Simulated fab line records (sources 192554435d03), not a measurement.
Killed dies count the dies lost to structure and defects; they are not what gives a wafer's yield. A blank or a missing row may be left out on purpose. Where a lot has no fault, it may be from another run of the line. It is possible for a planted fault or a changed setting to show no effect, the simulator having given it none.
Matching of chambers | flow n5-finfet | N5_BEOL_M0_SAQP_ETCH_106 on rie-diel-01: 4 sister chambers
The step etches SOC in N2/H2, stops on SiNx, target depth 150 nm. 4 wafers are shown with their chamber, then 12 later ones without.

== WAFERS PAIRED WITH THEIR CHAMBERS ==
wafer  | chamber | drypump-motor-current-A (A)
L084.4 | 2       | 6.6
L086.3 | 1       | 4.7
L087.1 | 0       | 5.9
L087.6 | 3       | 6.2

== WAFERS WITHOUT THEIR CHAMBER ==
wafer  | drypump-motor-current-A (A)
L088.1 | 6.2
L088.2 | 5.9
L088.3 | 6.6
L088.4 | 5.9
L088.5 | 6.6
L088.6 | 6.2
L090.3 | 6.6
L090.4 | 6.6
L090.5 | 5.9
L092.2 | 5.8
L092.3 | 6.6
L092.5 | 6.6

== CHAMBER TAKEN BY EACH ==
wafer  | from the rows above | in truth
L088.1 | 3                   | 3
L088.2 | 0                   | 0
L088.3 | 2                   | 2
L088.4 | 0                   | 0
L088.5 | 2                   | 2
L088.6 | 3                   | 3
L090.3 | 2                   | 2
L090.4 | 2                   | 2
L090.5 | 0                   | 0
L092.2 | 0                   | 0
L092.3 | 2                   | 2
L092.5 | 2                   | 2
Placed correctly: 12 of 12. Left unplaced by these rows: 0. 0 placed wrongly.
How it was worked out, from the rows above alone: a wafer's distance from a chamber is the root of the sum, over the readings, of the square of ((its reading less the chamber's mean) divided by the reading's scatter). The wafer belongs to the nearest chamber; if the next one is less than 2 further off, it can't be placed. Each chamber's mean is taken over the wafers shown for it. The scatter: root of mean squared gap, hidden wafer to nearest shown wafer, with one shown wafer a chamber.
